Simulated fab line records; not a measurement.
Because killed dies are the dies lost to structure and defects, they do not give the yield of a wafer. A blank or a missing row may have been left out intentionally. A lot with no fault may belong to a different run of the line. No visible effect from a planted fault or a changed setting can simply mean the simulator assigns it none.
8D (eight disciplines) problem report, filled in by code | flow nand-harc | the parts of the form that need people (team, actions taken, sign-off) are left out

## 1. WHAT WENT WRONG
At NHARC_END_SORT_01, killed-at-array averages 673 over 6 wafers from 2 lots, while fault-free wafers read 28, standard deviation 11. That puts it +59 standard deviations away from the usual mean.
First seen on wafer L954.2, day 25 01:14, on prober-02. At this step, 36 wafers from 12 lots have a number in the record. The rule behind "out" and "out of limits": a value lying over 4 standard deviations away from the usual mean. Any other wafer with a number is counted as sound.

## 2. WHAT IT IS, AND WHAT IT ISN'T
question                    | is                           | is not
which readings at this step | killed-at-array, killed-dies | killed-at-other, killed-at-periphery, killed-open, killed-short
which lots                  | L954, L955                   | L936, L937, L938, L942, L943, L944, L946, L947, L948, L957
which wafers of those lots  | all that have a number       | -
read on which gauges        | prober-01, prober-02         | -
when                        | from day 25 01:14            | up to then (27 sound wafers); but 3 sound wafers of L957 came after

## 3. SUSPECTS, AND WHAT RULES EACH OUT
Counting: a tool at any process step up to the reading remains a suspect when it ran all the lots that are out and ran no sound lot after the first of those.
- the gauge at NHARC_END_SORT_01: ruled out. The wafers that are out were read on 2 gauges (prober-01, prober-02).
- rie-diel-02 at NHARC_A_STAIRCASE_ETCH_230 (etches the open film in C4F8/O2, target depth 100 nm, time 40.5 s): kept. All lots that are out passed through it, beginning with L954 at day 16 04:23, and no sound lot followed; its final sound lot before that point was L948 at day 14 07:37. With no start given for some of its lots, NHARC_A_STAIRCASE_ETCH_230 uses the hours and lot order of NHARC_A_STAIRCASE_TRIM_231.
- rie-diel-02 at NHARC_A_STAIRCASE_TRIM_231 (chemistry O2, time 211.2 s): kept. All lots that are out passed through it, beginning with L954 at day 16 04:23, and no sound lot followed; its final sound lot before that point was L948 at day 14 07:37.
The count leaves rie-diel-02 at NHARC_A_STAIRCASE_TRIM_231 and rie-diel-02 at NHARC_A_STAIRCASE_ETCH_230.

## 4. THE CAUSE (what the simulator had put in)
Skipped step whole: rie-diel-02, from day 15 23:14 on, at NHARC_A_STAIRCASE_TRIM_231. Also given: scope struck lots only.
Counting left 2 suspects, and this tool is among them.

## 5. SEQUENCE OF EFFECTS, ordered by route
One row per reading whose mean, taken over the struck wafers that have a number, lies over 3 standard deviations from the usual. Readings are gone through only where the record gives a usual standard deviation; hours: the median, over the lots, of the time from a lot's start at the first step in this table giving one to that lot's start at this step; sigmas: the change measured in usual standard deviations.
hours | step              | reading         | usual | on struck wafers | change | sigmas
0     | NHARC_END_SORT_01 | killed-at-array | 28    | 673              | +645   | +59
0     | NHARC_END_SORT_01 | killed-dies     | 32    | 677              | +645   | +59
Readings that are blank on the struck wafers while sound wafers have them: chamber-pressure-mTorr at NHARC_A_STAIRCASE_TRIM_231; drypump-motor-current-A at NHARC_A_STAIRCASE_TRIM_231; oes-product-au at NHARC_A_STAIRCASE_TRIM_231; rf-vpp-V at NHARC_A_STAIRCASE_TRIM_231; showerhead-plenum-p-Torr at NHARC_A_STAIRCASE_TRIM_231; throttle-valve-pct at NHARC_A_STAIRCASE_TRIM_231.

## 6. WHAT WOULD HAVE CAUGHT IT SOONER
218 hours passed between the start of the fault at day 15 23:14 and the first reading out of limits at a measuring or inspecting step in this record, taken at day 25 01:14.
At NHARC_A_STAIRCASE_TRIM_231 the tool's readings are blank on the struck wafers, where sound wafers have them: an empty tool record is the first sign, and it was there at once.
All the lots that are out (2) had begun NHARC_A_STAIRCASE_TRIM_231 on rie-diel-02 by day 25 01:14. None of them would have been spared by holding the tool at that moment.
